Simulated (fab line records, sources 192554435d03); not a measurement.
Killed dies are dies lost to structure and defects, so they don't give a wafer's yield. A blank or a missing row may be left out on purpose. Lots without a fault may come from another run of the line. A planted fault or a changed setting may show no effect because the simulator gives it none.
fab line records | flow n5_finfet
record lots=7 wafers=21
route steps=1938 shown BEOL_M14@1743 BEOL_M15@1773
start_h: hours from the record's first day to the start of the lot's first wafer shown | wait_h: hours since the lot's step before | " the same as in the row above | L1.1+2: a row that stands for several wafers | - no value, or no start given | * or withheld: withheld | < > ~ a bound
route shown NAME@n: a module of which the file shows steps, and the number in the route of the first | usual: mean/standard deviation of fault-free wafers | same: alike in all rows | chamber/n: place in a boat | sites: the reading at each site | _std_site: their standard deviation | _edge_site: outer sites' mean less inner sites' | radius_mm: how far each site lies from the wafer's centre | mask NAME#n: copy n | behind: the tool/chamber that last shaped the wafer | hold: why the lot was held/for how many hours/how that ended | device: the transistor (n, p or np) that didn't switch | end of line: the same wafers' tests at the end of the route | a step without rows: its recipe alone | killed: dies lost to structure and defects at the first sort, not the wafer's yield | map: a wafer's dies, x killed, . not, _ none there
set.NAME: the setting as run; set.NAME@STEP: as run at that earlier step | model.NAME: the simulator's own value behind a step, which no gauge read
lots whose settings were changed on purpose; a table a step, a row a wafer
## steps
# step N5_BEOL_M14_PEB_26
# recipe peb_temp_c=130 peb_time_s=90
# columns lot.wafer tool chamber start_h wait_h set.peb_temp_c
L075.4 litho_track-04 0 284.22 0.0 128.5
L075.5+6 " 0 " " 130
L080.2+6 litho_track-01 0 317.06 0.0 127.4
L080.4 " 0 " " 130
L087.1+2 litho_track-04 0 334.36 0.1 131.3
L087.5 " 0 " " 130
L092.2+4 litho_track-05 0 377.85 0.0 130
L092.3 " 0 " " 126.6
L091.1+5 litho_track-04 0 379.20 0.1 130
L091.3 " 0 " " 131.7
L096.1+2+5 litho_track-01 0 380.58 0.1 130
L095.1+4+6 litho_track-01 0 385.91 0.1 130
# step N5_BEOL_M14_DEVELOP_27
# recipe develop_time_s=45 rinse_liquid=diw dry=air_spin dev_temp_c=21
# step N5_BEOL_M14_HARDBAKE_32
# recipe temp_c=130 time_s=120
# step N5_BEOL_M14_CD_MEAS_28
# recipe target_cd_nm=284.4 landing_energy_ev=500 detector=se_inlens
# usual cd_nm=284.1/1.1
# columns lot.wafer tool chamber start_h wait_h set.dose_mj@BEOL_M14_EXPOSE_25 set.peb_temp_c@BEOL_M14_PEB_26 cd_nm
L075.4 cd_sem-01 0 284.34 - 24.89 128.5 264.8
L075.5 " 0 " " 24.89 130 273.5
L075.6 " 0 " " 26.6 130 284.0
L080.2 cd_sem-02 0 317.17 - 26.6 127.4 269.1
L080.4 " 0 " " 27.88 130 291.9
L080.6 " 0 " " 27.88 127.4 279.6
L087.1 cd_sem-01 0 334.47 - 26.6 131.3 291.3
L087.2 " 0 " " 26.6 131.3 290.5
L087.5 " 0 " " 26.6 130 283.6
L092.2 cd_sem-02 0 377.97 - 28.16 130 292.7
L092.3 " 0 " " 28.16 126.6 274.1
L092.4 " 0 " " 28.16 130 291.6
L091.1 cd_sem-03 0 379.31 - 27.78 130 292.2
L091.3 " 0 " " 26.6 131.7 291.4
L091.5 " 0 " " 27.78 130 292.1
L096.1 cd_sem-01 0 380.70 - 26.03 130 277.8
L096.2 " 0 " " 26.6 130 283.6
L096.5 " 0 " " 26.6 130 285.2
L095.1 cd_sem-02 0 386.02 - 26.6 130 282.5
L095.4 " 0 " " 26.6 130 284.9
L095.6 " 0 " " 26.6 130 283.3
# step N5_BEOL_M14_DESCUM_33
# recipe chemistry=O2 time_s=7.9 source_power_w=50 bias_power_w=20 pressure_mtorr=20 rf_frequency_hz=2.712e+07 temp_c=40 o2_flow_sccm=225
# columns lot.wafer tool chamber start_h wait_h set.dose_mj@BEOL_M14_EXPOSE_25 set.peb_temp_c@BEOL_M14_PEB_26 model.BEOL_M14.cd_nm
L075.4 rie_diel-03 1 284.45 0.1 24.89 128.5 265
L075.5 " 0 " " 24.89 130 273.4
L075.6 " 2 " " 26.6 130 284
L080.2 rie_diel-01 3 317.28 0.0 26.6 127.4 268.8
L080.4 " 0 " " 27.88 130 291.8
L080.6 " 2 " " 27.88 127.4 279.6
L087.1 rie_diel-03 0 334.56 0.0 26.6 131.3 291.6
L087.2 " 3 " " 26.6 131.3 290.6
L087.5 " 0 " " 26.6 130 283.8
L092.2 rie_diel-06 0 378.06 0.0 28.16 130 292.4
L092.3 " 3 " " 28.16 126.6 273.8
L092.4 " 2 " " 28.16 130 291.6
L091.1 rie_diel-03 3 379.47 0.1 27.78 130 292.4
L091.3 " 2 " " 26.6 131.7 291.2
L091.5 " 2 " " 27.78 130 292.2
L096.1 rie_diel-01 2 380.79 0.0 26.03 130 278
L096.2 " 0 " " 26.6 130 283.4
L096.5 " 1 " " 26.6 130 285
L095.1 rie_diel-01 0 386.11 0.0 26.6 130 282.4
L095.4 " 1 " " 26.6 130 284.8
L095.6 " 3 " " 26.6 130 283.8
# step N5_BEOL_M14_ETCH_67
# recipe chemistry=CF4 target=SiARC target_depth_a=1430 time_s=238.3 ion_energy_ev=80 pressure_mtorr=40 source_w=545 bias_w=36 Ar_flow_sccm=100 cf4_flow_sccm=100 ends=cleared
# columns lot.wafer tool chamber start_h wait_h set.dose_mj@BEOL_M14_EXPOSE_25 set.peb_temp_c@BEOL_M14_PEB_26 model.BEOL_M14.cd_nm
L075.4 rie_diel-03 1 284.54 0.1 24.89 128.5 260.2
L075.5 " 0 " " 24.89 130 268.6
L075.6 " 2 " " 26.6 130 279.2
L080.2 rie_diel-01 3 317.31 0.0 26.6 127.4 264.4
L080.4 " 0 " " 27.88 130 287.6
L080.6 " 2 " " 27.88 127.4 275.4
L087.1 rie_diel-03 0 334.60 0.0 26.6 131.3 287
L087.2 " 3 " " 26.6 131.3 285.8
L087.5 " 0 " " 26.6 130 279.2
L092.2 rie_diel-06 0 378.09 0.0 28.16 130 288.4
L092.3 " 3 " " 28.16 126.6 268.8
L092.4 " 2 " " 28.16 130 287
L091.1 rie_diel-03 3 379.51 0.0 27.78 130 287.6
L091.3 " 2 " " 26.6 131.7 286.2
L091.5 " 2 " " 27.78 130 287.2
L096.1 rie_diel-01 2 380.82 0.0 26.03 130 273.6
L096.2 " 0 " " 26.6 130 279.6
L096.5 " 1 " " 26.6 130 280.8
L095.1 rie_diel-01 0 386.15 0.0 26.6 130 278.4
L095.4 " 1 " " 26.6 130 280.4
L095.6 " 3 " " 26.6 130 279.4
# step N5_BEOL_M14_ETCH_68
# recipe chemistry=N2/H2 target=SOC mask_material=SiARC source_w=3000 bias_w=350 temp_c=40 time_s=450 ion_energy_ev=200 pressure_mtorr=30 n2_flow_sccm=200 h2_flow_sccm=200
# columns lot.wafer tool chamber start_h wait_h set.dose_mj@BEOL_M14_EXPOSE_25 set.peb_temp_c@BEOL_M14_PEB_26 model.BEOL_M14.cd_nm
L075.4 rie_diel-03 1 284.75 0.1 24.89 128.5 260.4
L075.5 " 0 " " 24.89 130 269
L075.6 " 2 " " 26.6 130 278.6
L080.2 rie_diel-01 3 317.46 0.1 26.6 127.4 264.2
L080.4 " 0 " " 27.88 130 287.6
L080.6 " 2 " " 27.88 127.4 275.6
L087.1 rie_diel-03 0 334.74 0.1 26.6 131.3 288.8
L087.2 " 3 " " 26.6 131.3 285.6
L087.5 " 0 " " 26.6 130 279.6
L092.2 rie_diel-06 0 378.24 0.1 28.16 130 288.2
L092.3 " 3 " " 28.16 126.6 271
L092.4 " 2 " " 28.16 130 287.4
L091.1 rie_diel-03 3 379.66 0.1 27.78 130 287
L091.3 " 2 " " 26.6 131.7 287
L091.5 " 2 " " 27.78 130 287.2
L096.1 rie_diel-01 2 380.97 0.1 26.03 130 273.6
L096.2 " 0 " " 26.6 130 278.4
L096.5 " 1 " " 26.6 130 279.8
L095.1 rie_diel-01 0 386.29 0.1 26.6 130 276.8
L095.4 " 1 " " 26.6 130 278.6
L095.6 " 3 " " 26.6 130 280.2
# step N5_BEOL_M14_STRIP_69
# recipe chemistry=N2/H2 temp_c=40 n2_flow_sccm=200 h2_flow_sccm=200 rf_frequency_hz=6e+07
# step N5_BEOL_M14_TRENCH_ETCH_34
# recipe chemistry=C4F8/O2/Ar target=SiO2 target_depth_a=5566.5 mask_material=SOC he_inner_torr=15 he_outer_torr=30 time_s=126.9 ion_energy_ev=800 pressure_mtorr=20 source_w=1905 bias_w=2040 Ar_flow_sccm=400 C4F8_flow_sccm=16 O2_flow_sccm=12
# columns lot.wafer tool chamber start_h wait_h set.dose_mj@BEOL_M14_EXPOSE_25 set.peb_temp_c@BEOL_M14_PEB_26 model.BEOL_M14.cd_nm
L075.4 rie_diel-03 1 284.95 0.1 24.89 128.5 260.4
L075.5 " 0 " " 24.89 130 269
L075.6 " 2 " " 26.6 130 278.6
L080.2 rie_diel-01 3 317.73 0.0 26.6 127.4 264.6
L080.4 " 0 " " 27.88 130 287.4
L080.6 " 2 " " 27.88 127.4 275.4
L087.1 rie_diel-03 0 335.02 0.0 26.6 131.3 288.6
L087.2 " 3 " " 26.6 131.3 285.8
L087.5 " 0 " " 26.6 130 279.4
L092.2 rie_diel-06 0 378.51 0.0 28.16 130 288.2
L092.3 " 3 " " 28.16 126.6 270.8
L092.4 " 2 " " 28.16 130 287.6
L091.1 rie_diel-03 3 379.93 0.0 27.78 130 287.8
L091.3 " 2 " " 26.6 131.7 287.6
L091.5 " 2 " " 27.78 130 287.6
L096.1 rie_diel-01 2 381.24 0.0 26.03 130 273.6
L096.2 " 0 " " 26.6 130 278.4
L096.5 " 1 " " 26.6 130 280
L095.1 rie_diel-01 0 386.57 0.0 26.6 130 277
L095.4 " 1 " " 26.6 130 278.8
L095.6 " 3 " " 26.6 130 280.2
# step N5_BEOL_M14_STRIP_70
# recipe chemistry=C4F8/O2/Ar resist=SiARC rf_frequency_hz=6e+07
# step N5_BEOL_M14_STRIP_37
# recipe chemistry=O2 power_w=600 temp_c=60 pressure_mtorr=30 rf_frequency_hz=6e+07 bias_power_w=0 overash_fraction=0.3 o2_flow_sccm=225
# step N5_BEOL_M14_ETCH_38
# recipe chemistry=CF4/N2 target=SiCN target_depth_a=1065 taper_deg=2 time_s=120.6 ion_energy_ev=150 mask_material=SiO2 pressure_mtorr=40 source_w=430 bias_w=70 Ar_flow_sccm=100 cf4_flow_sccm=60 n2_flow_sccm=60
# columns lot.wafer tool chamber start_h wait_h set.dose_mj@BEOL_M14_EXPOSE_25 set.peb_temp_c@BEOL_M14_PEB_26 model.BEOL_M14.cd_nm
L075.4 rie_diel-01 3 - - 24.89 128.5 260.4
L075.5 " 1 " " 24.89 130 269
L075.6 " 0 " " 26.6 130 278.6
L080.2 rie_diel-01 2 - - 26.6 127.4 264.6
L080.4 " 0 " " 27.88 130 287.6
L080.6 " 2 " " 27.88 127.4 275.4
L087.1 rie_diel-06 1 - - 26.6 131.3 288.6
L087.2 " 0 " " 26.6 131.3 285.8
L087.5 " 2 " " 26.6 130 279.4
L092.2 rie_diel-01 0 - - 28.16 130 288.2
L092.3 " 3 " " 28.16 126.6 270.8
L092.4 " 2 " " 28.16 130 287.6
L091.1 rie_diel-03 3 - - 27.78 130 287.8
L091.3 " 1 " " 26.6 131.7 287.6
L091.5 " 3 " " 27.78 130 287.6
L096.1 rie_diel-06 3 - - 26.03 130 273.6
L096.2 " 1 " " 26.6 130 278.4
L096.5 " 0 " " 26.6 130 279.8
L095.1 rie_diel-01 3 - - 26.6 130 277
L095.4 " 0 " " 26.6 130 278.6
L095.6 " 0 " " 26.6 130 280.2
# step N5_BEOL_M14_DEP_53
# recipe material=SiCN target_thk_a=500 temp_c=withheld precursor=3MS/NH3 pressure_torr=3 rf_w=675 time_s=17.8
# columns lot.wafer tool chamber start_h wait_h set.time_s model.SiCN_of_BEOL_M14_DEP_53.thk_nm
L075.4 pecvd-04 2 287.43 0.0 19.45 55.2
L075.5 " 1 " " 17.8 49.8
L075.6 " 0 " " 19.45 55.4
L080.2 pecvd-04 2 322.71 0.0 17.8 49.2
L080.4 " 1 " " 17.8 50.8
L080.6 " 1 " " 17.8 50.6
L087.1 pecvd-04 2 337.31 0.0 16.52 46
L087.2 " 0 " " 17.8 49.8
L087.5 " 2 " " 16.52 47
L092.2 pecvd-04 0 381.07 0.0 19.31 54
L092.3 " 1 " " 17.8 50.6
L092.4 " 0 " " 19.31 55.4
L091.1 pecvd-01 1 383.78 0.0 15.43 43.2
L091.3 " 0 " " 17.8 49.8
L091.5 " 0 " " 17.8 50.2
L096.1 pecvd-04 0 386.93 0.0 17.8 50.6
L096.2 " 1 " " 17.8 50.4
L096.5 " 0 " " 17.8 51.2
L095.1 pecvd-01 0 392.06 0.0 17.8 50.2
L095.4 " 2 " " 17.8 50.4
L095.6 " 1 " " 17.8 51.2
# step N5_BEOL_M15_ILD_DEP_00
# recipe material=SiO2 target_thk_a=16293 temp_c=400 precursor=TEOS/O2 pressure_torr=6.5 rf_w=900 teos_flow_sccm=161.4 gas=O2 flow_sccm=2650 time_s=346.1
# columns lot.wafer tool chamber start_h wait_h set.time_s model.SiO2_of_BEOL_M15_ILD_DEP_00.thk_nm
L075.4 pecvd-02 1 287.65 0.1 346.1 1637
L075.5 " 0 " " 346.1 1632
L075.6 " 2 " " 346.1 1646
L080.2 pecvd-04 2 322.86 0.0 316.8 1461
L080.4 " 2 " " 346.1 1636
L080.6 " 2 " " 346.1 1628
L087.1 pecvd-02 2 337.44 0.0 389.7 1832
L087.2 " 0 " " 346.1 1632
L087.5 " 0 " " 346.1 1680
L092.2 pecvd-02 0 381.20 0.0 346.1 1613
L092.3 " 1 " " 346.1 1606
L092.4 " 1 " " 346.1 1600
L091.1 pecvd-04 0 383.91 0.0 346.1 1625
L091.3 " 2 " " 346.1 1616
L091.5 " 2 " " 346.1 1644
L096.1 pecvd-04 0 387.06 0.0 346.1 1644
L096.2+5 " 2,1 " " 346.1 1642
L095.1 pecvd-02 2 392.19 0.0 346.1 1599
L095.4+6 " 0 " " 346.1 1614
# step N5_BEOL_M15_THK_MEAS_01
# recipe reads=SiO2_of_BEOL_M15_ILD_DEP_00
# usual M15_ILD_THK=1635/19
# columns lot.wafer tool chamber start_h wait_h set.time_s@BEOL_M15_ILD_DEP_00 M15_ILD_THK[nm]
L075.4 film_metro-02 - 287.80 0.0 346.1 1638
L075.5 " - " " 346.1 1633
L075.6 " - " " 346.1 1645
L080.2 film_metro-02 - 323.22 0.3 316.8 1460
L080.4 " - " " 346.1 1637
L080.6 " - " " 346.1 1628
L087.1 film_metro-01 - 337.69 0.1 389.7 1833
L087.2 " - " " 346.1 1632
L087.5 " - " " 346.1 1681
L092.2 film_metro-02 - 381.45 0.1 346.1 1613
L092.3 " - " " 346.1 1606
L092.4 " - " " 346.1 1599
L091.1 film_metro-02 - 384.16 0.1 346.1 1625
L091.3 " - " " 346.1 1616
L091.5 " - " " 346.1 1644
L096.1 film_metro-02 - 387.31 0.1 346.1 1644
L096.2 " - " " 346.1 1642
L096.5 " - " " 346.1 1643
L095.1 film_metro-01 - 392.55 0.2 346.1 1598
L095.4 " - " " 346.1 1614
L095.6 " - " " 346.1 1613
# step N5_BEOL_M15_COAT_58
# recipe resist=BARC temp_c=205 time_s=60 spin_rpm=1500 resist_thk_nm=89
# step N5_BEOL_M15_COAT_04
# recipe spin_rpm=1704 resist_thk_nm=800
# step N5_BEOL_M15_DESCUM_15
# recipe chemistry=O2 time_s=7.9 source_power_w=50 bias_power_w=20 pressure_mtorr=20 rf_frequency_hz=2.712e+07 temp_c=40 o2_flow_sccm=225
# step N5_BEOL_M15_ETCH_59
# recipe chemistry=N2/H2 target=BARC target_depth_a=890 overetch_a=267 time_s=67.9 ion_energy_ev=200 pressure_mtorr=30 source_w=840 bias_w=150 n2_flow_sccm=200 h2_flow_sccm=200
# step N5_BEOL_M15_VIA_ETCH_16
# recipe chemistry=C4F8/O2/Ar target=SiO2 he_inner_torr=15 he_outer_torr=30 target_depth_a=17922 time_s=withheld ion_energy_ev=800 pressure_mtorr=20 source_w=1905 bias_w=2040 Ar_flow_sccm=400 C4F8_flow_sccm=16 O2_flow_sccm=12 ends=cleared
# columns lot.wafer tool chamber start_h wait_h set.time_s@BEOL_M15_ILD_DEP_00 model.etch.depth_nm model.coat_of_BEOL_M15_COAT_04.thk_nm
L075.4 rie_diel-02 1 288.40 0.0 * 1637 333.6
L075.5 " 1 " " * 1632 338.6
L075.6 " 0 " " * 1646 332.8
L080.2 rie_diel-02 1 323.82 0.0 * 1461 374.6
L080.4 " 3 " " * 1636 329.8
L080.6 " 1 " " * 1628 340.4
L087.1 rie_diel-02 1 338.59 0.0 * 1832 290
L087.2 " 3 " " * 1632 330.2
L087.5 " 2 " " * 1680 315.6
L092.2 rie_diel-04 1 382.05 0.0 * 1613 329.8
L092.3 " 0 " " * 1606 333.8
L092.4 " 2 " " * 1600 337.4
L091.1 rie_diel-05 2 384.72 0.0 * 1625 337
L091.3 " 3 " " * 1616 340.4
L091.5 " 0 " " * 1644 335.8
L096.1 rie_diel-05 2 387.79 0.0 * 1644 337
L096.2 " 0 " " * 1642 333.6
L096.5 " 0 " " * 1642 334.8
L095.1 rie_diel-02 2 393.23 0.0 * 1599 336.4
L095.4 " 0 " " * 1614 338.4
L095.6 " 2 " " * 1614 332.2
# step N5_BEOL_M15_TRENCH_ETCH_34
# recipe chemistry=C4F8/O2/Ar target=SiO2 target_depth_a=8729.3 he_inner_torr=15 he_outer_torr=30 time_s=199 ion_energy_ev=800 pressure_mtorr=20 source_w=1905 bias_w=2040 Ar_flow_sccm=400 C4F8_flow_sccm=16 O2_flow_sccm=12
# columns lot.wafer tool chamber start_h wait_h set.time_s model.etch.depth_nm model.coat_of_BEOL_M15_COAT_22.thk_nm
L075.4 rie_diel-04 2 289.86 0.0 199 872.8 543
L075.5 " 3 " " 221.1 983.2 517.4
L075.6 " 0 " " 199 859.5 543.2
L080.2 rie_diel-05 3 325.41 0.0 199 837 554.4
L080.4 " 0 " " 199 853.5 550.2
L080.6 " 3 " " 199 842.4 551.8
L087.1 rie_diel-04 1 340.22 0.0 199 863.2 542.2
L087.2 " 3 " " 199 878 541.6
L087.5 " 3 " " 199 885.4 539.6
L092.2 rie_diel-02 1 383.86 0.0 199 875 541.4
L092.3 " 3 " " 199 867.9 540
L092.4 " 0 " " 199 885.2 538.4
L091.1 rie_diel-02 2 386.31 0.0 199 859.3 546
L091.3 " 0 " " 177 787.9 558.6
L091.5 " 0 " " 177 787.9 558.4
L096.1 rie_diel-05 3 389.37 0.0 199 885.6 540
L096.2 " 0 " " 199 879.7 540.6
L096.5 " 1 " " 199 890.7 537.6
L095.1 rie_diel-05 0 394.81 0.0 199 878.2 540.6
L095.4 " 3 " " 199 878.5 539.8
L095.6 " 3 " " 199 872.9 543.8
## key
split step=N5_BEOL_M14_PEB_26 setting=peb_temp_c stated=130 by=wafer
response step=N5_BEOL_M14_CD_MEAS_28 reading=cd_nm slope=+6.67 per=1% together_with=dose_mj@BEOL_M14_EXPOSE_25 explained=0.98
response step=N5_BEOL_M14_DESCUM_33 reading=model.BEOL_M14.cd_nm slope=+6.66 per=1% together_with=dose_mj@BEOL_M14_EXPOSE_25 explained=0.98
response step=N5_BEOL_M14_ETCH_67 reading=model.BEOL_M14.cd_nm slope=+6.77 per=1% together_with=dose_mj@BEOL_M14_EXPOSE_25 explained=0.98
response step=N5_BEOL_M14_ETCH_68 reading=model.BEOL_M14.cd_nm slope=+6.53 per=1% together_with=dose_mj@BEOL_M14_EXPOSE_25 explained=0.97
response step=N5_BEOL_M14_TRENCH_ETCH_34 reading=model.BEOL_M14.cd_nm slope=+6.56 per=1% together_with=dose_mj@BEOL_M14_EXPOSE_25 explained=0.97
response step=N5_BEOL_M14_ETCH_38 reading=model.BEOL_M14.cd_nm slope=+6.59 per=1% together_with=dose_mj@BEOL_M14_EXPOSE_25 explained=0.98
split step=N5_BEOL_M14_DEP_53 setting=time_s stated=17.8 by=wafer
response step=N5_BEOL_M14_DEP_53 reading=model.SiCN_of_BEOL_M14_DEP_53.thk_nm change=+0.517 per=1% r=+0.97
split step=N5_BEOL_M15_ILD_DEP_00 setting=time_s stated=346.1 by=wafer
response step=N5_BEOL_M15_ILD_DEP_00 reading=model.SiO2_of_BEOL_M15_ILD_DEP_00.thk_nm change=+15.9 per=1% r=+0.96
response step=N5_BEOL_M15_THK_MEAS_01 reading=M15_ILD_THK change=+15.9 per=1% r=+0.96
response step=N5_BEOL_M15_VIA_ETCH_16 reading=model.etch.depth_nm change=+15.9 per=1% r=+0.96
response step=N5_BEOL_M15_VIA_ETCH_16 reading=model.coat_of_BEOL_M15_COAT_04.thk_nm change=-3.25 per=1% r=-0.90
split step=N5_BEOL_M15_TRENCH_ETCH_34 setting=time_s stated=199 by=wafer
response step=N5_BEOL_M15_TRENCH_ETCH_34 reading=model.etch.depth_nm change=+8.51 per=1% r=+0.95
response step=N5_BEOL_M15_TRENCH_ETCH_34 reading=model.coat_of_BEOL_M15_COAT_22.thk_nm change=-1.73 per=1% r=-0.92
split outside_this_file step=N5_BEOL_M14_EXPOSE_25 setting=dose_mj
# split outside_this_file: this setting was split too, and the file shows its column; the key of that split is in another file
